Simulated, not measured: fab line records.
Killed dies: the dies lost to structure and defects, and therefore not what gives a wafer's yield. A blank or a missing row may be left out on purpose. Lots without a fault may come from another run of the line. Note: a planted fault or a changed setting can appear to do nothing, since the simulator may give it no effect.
Chamber matching ; flow n5_finfet ; N5_BEOL_M5_DEP_56 on pecvd-01: 3 sister chambers
The step deposits SiCN from 3MS/NH3, target thk 8 nm, time 14 s. 6 wafers are shown with their chamber, then 8 later ones without.

== WAFERS PAIRED WITH THEIR CHAMBERS ==
wafer;chamber;throttle_valve_pct (%);showerhead_plenum_p_Torr (Torr)
L084.6;0;9.0;3.657
L086.5;1;10.5;3.681
L087.1;1;10.3;3.679
L087.5;2;8.6;3.692
L087.6;0;8.9;3.659
L091.2;2;8.4;3.700

== WAFERS MISSING THEIR CHAMBER ==
wafer;throttle_valve_pct (%);showerhead_plenum_p_Torr (Torr)
L091.3;10.1;3.684
L091.6;8.5;3.694
L096.2;9.0;3.659
L096.4;8.5;3.698
L096.6;10.4;3.671
L097.3;9.0;3.661
L097.5;10.4;3.688
L097.6;8.7;3.707

== THE CHAMBER EACH PASSED THROUGH ==
wafer;from the rows above;in truth
L091.3;1;1
L091.6;2;2
L096.2;0;0
L096.4;2;2
L096.6;1;1
L097.3;0;0
L097.5;1;1
L097.6;2;2
8 of 8 placed correctly. Number that these rows cannot place: 0. 0 placed wrongly.
How it was worked out, from the rows above alone: a wafer's distance from a chamber is the root of the sum, over the readings, of the square of ((its reading less the chamber's mean) divided by the reading's scatter). If the next closest chamber is less than 2 further off than the closest, the wafer can't be placed; otherwise it belongs to the closest. The mean given for a chamber averages the wafers shown for that chamber. How the scatter is found: for the shown wafers, subtract from each reading the mean of its chamber, square and add these, divide the total by (wafers less chambers), then take the root.
